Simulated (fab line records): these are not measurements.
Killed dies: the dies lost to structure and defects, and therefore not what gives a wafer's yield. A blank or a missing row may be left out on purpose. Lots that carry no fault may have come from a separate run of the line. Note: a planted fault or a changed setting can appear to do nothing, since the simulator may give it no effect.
Chamber matching ; flow n5Finfet ; uvCure-02 running N5_BEOL_M10_CURE_71: 3 sister chambers
The step cures SiCOH lowk, time 240 s. 3 wafers are shown with their chamber, then 7 later ones without.

EACH WAFER AND ITS CHAMBER
wafer;chamber;lampPowerPct (%)
L074.6;1;52.31
L079.6;2;52.42
L084.2;0;52.25

WAFERS WITH NO CHAMBER GIVEN
wafer;lampPowerPct (%)
L084.5;52.21
L085.3;52.30
L085.4;52.30
L085.5;52.35
L090.2;52.35
L090.3;52.26
L090.6;52.30

THE CHAMBER EACH PASSED THROUGH
wafer;from the rows above;in truth
L084.5;0;0
L085.3;can't be placed: 1 or 0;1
L085.4;can't be placed: 1 or 0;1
L085.5;can't be placed: 1 or 2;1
L090.2;can't be placed: 1 or 2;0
L090.3;can't be placed: 0 or 1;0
L090.6;can't be placed: 1 or 0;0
Correctly placed: 1 of 7. Cannot be placed on the basis of these rows: 6; the candidates contain the true chamber in 5. Wrongly placed: 0.
How it was worked out, from the rows above alone: a wafer's distance from a chamber is the root of the sum, over the readings, of the square of ((its reading less the chamber's mean) divided by the reading's scatter). If the next closest chamber is less than 2 further off than the closest, the wafer can't be placed; otherwise it belongs to the closest. A chamber's mean is the mean of its shown wafers. The scatter: root of mean squared gap, hidden wafer to nearest shown wafer, with one shown wafer a chamber.
